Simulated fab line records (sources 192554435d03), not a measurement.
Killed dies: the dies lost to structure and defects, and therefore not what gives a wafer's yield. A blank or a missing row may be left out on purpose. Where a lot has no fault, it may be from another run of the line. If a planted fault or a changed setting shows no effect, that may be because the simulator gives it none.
Split-lot study -- flow n5Finfet -- 39 wafers read from 7 lots, route of 1938 steps

ON THE SPLIT
At N5_MOL_CONTACT_COAG_ETCH_106 (etches SOC in N2/H2, target depth 80 nm, overetch 16 nm, time 120 s), the setting targetDepthA was moved away from the recipe's 800 angstrom on 9 of the 39 wafers read, by +30.4% to +34.6%. The other wafers ran this setting at the recipe's value.

Reading taken at the split's own step.

THE READING
SiARC_of_MOL_CONTACT_COAG_COAT_104.thkNm (the simulator's own value, which no gauge read), in nm, at N5_MOL_CONTACT_COAG_ETCH_106 (etches SOC in N2/H2, target depth 80 nm, overetch 16 nm, time 120 s). There is no usual value for it anywhere in the file. Average 6.4 nm, standard deviation 0.14 nm, over the 30 wafers here run with the recipe.

wafer,"tool, chamber at the split","targetDepthA as run, angstrom",against the recipe,"SiARC_of_MOL_CONTACT_COAG_COAT_104.thkNm, nm",against lot-mates on the recipe
L075.1,"rieDiel-05, 0,1,1",800,recipe,6.4,-
L075.2,"rieDiel-05, 0,1,1",800,recipe,6.4,-
L075.5,"rieDiel-05, 0,1,1",800,recipe,6.4,-
L075.3,"rieDiel-05, 3",800,recipe,6.2,-
L075.4,"rieDiel-05, 2",800,recipe,6.6,-
L075.6,"rieDiel-05, 2",800,recipe,6.6,-
L077.1,"rieDiel-02, 1,3,1",800,recipe,6.6,-
L077.3,"rieDiel-02, 1,3,1",800,recipe,6.6,-
L077.5,"rieDiel-02, 1,3,1",800,recipe,6.6,-
L077.2,"rieDiel-02, 0,3",1043,+30.4%,5.2,-1.4
L077.6,"rieDiel-02, 0,3",1043,+30.4%,5.2,-1.4
L077.4,"rieDiel-02, 0",1043,+30.4%,5,-1.6
L079.1,"rieDiel-02, 0,2,0",800,recipe,6.4,-
L079.4,"rieDiel-02, 0,2,0",800,recipe,6.4,-
L079.6,"rieDiel-02, 0,2,0",800,recipe,6.4,-
L079.2,"rieDiel-02, 1,2,1",800,recipe,6.6,-
L079.3,"rieDiel-02, 1,2,1",800,recipe,6.6,-
L079.5,"rieDiel-02, 1,2,1",800,recipe,6.6,-
L080.1,"rieDiel-05, 3",1077,+34.6%,4.6,-1.7
L080.2,"rieDiel-05, 1,0",800,recipe,6.4,-
L080.4,"rieDiel-05, 1,0",800,recipe,6.4,-
L080.3,"rieDiel-05, 2",1077,+34.6%,5,-1.3
L080.6,"rieDiel-05, 2",1077,+34.6%,5,-1.3
L080.5,"rieDiel-05, 3",800,recipe,6.2,-
L082.1,"rieDiel-02, 3",800,recipe,6.2,-
L082.2,"rieDiel-02, 1,2,2",1047,+30.9%,5,-1.4
L082.3,"rieDiel-02, 1,2,2",1047,+30.9%,5,-1.4
L082.6,"rieDiel-02, 1,2,2",1047,+30.9%,5,-1.4
L082.4,"rieDiel-02, 0",800,recipe,6.4,-
L082.5,"rieDiel-02, 1",800,recipe,6.6,-
L088.1,"rieDiel-06, 1,2,3",800,recipe,6.4,-
L088.4,"rieDiel-06, 1,2,3",800,recipe,6.4,-
L088.6,"rieDiel-06, 1,2,3",800,recipe,6.4,-
L088.2,"rieDiel-06, 3",800,recipe,6.6,-
L088.3,"rieDiel-06, 0",800,recipe,6.2,-
L088.5,"rieDiel-06, 0",800,recipe,6.2,-
L094.1,"rieDiel-02, 2,1",800,recipe,6.6,-
L094.5,"rieDiel-02, 2,1",800,recipe,6.6,-
L094.2,"rieDiel-02, 0",800,recipe,6.4,-
The file does not say which wafer passed through which chamber wherever a row lists several chambers: such a row stands for several wafers.

FIT RESULTS
A straight line over all 39 wafers: SiARC_of_MOL_CONTACT_COAG_COAT_104.thkNm changes by -0.0453 nm for each +1% of targetDepthA; r = -0.97; the points scatter about the line by 0.14 nm.
The same after taking each lot's own level away (the mean of its wafers on the recipe; 39 wafers): -0.045 nm for each +1%; r = -0.98; scatter 0.13 nm.
That fit puts the effect of the largest move of targetDepthA on the reading at 1.6 nm.
From 6.33 to 6.60 nm: that is the span of the lots' own levels, equal to 1.9 times the standard deviation above.
Consequently the slope shifts little with the lot-to-lot level, the two slopes agreeing.
Check: for one of the wafers moved furthest among these (+34.6%), held out of the fit, the line's prediction against its lot-mates is -1.53 nm. It came out at -1.73 nm against them.

ADDITIONAL SPLITS CARRIED BY THESE WAFERS
Before the reading, these wafers also passed through other splits. Each is held against what the fit with the lots' levels taken away leaves over:
other split on the same wafers,wafers away from the commonest value,r with SiARC_of_MOL_CONTACT_COAG_COAT_104.thkNm (lot level and that fit taken away)
N5_ZERO_LAYER_ETCH_18 targetDepthA,15,+0.04
N5_FIN_SAQP_HM_DEP_03 targetThkA,12,-0.21
N5_SD_EPI_N_EPI_21 timeS,15,+0.10

THE FILE'S OWN FIT
SiARC_of_MOL_CONTACT_COAG_COAT_104.thkNm changes by -0.0451 nm for each +1% of targetDepthA, r = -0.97.
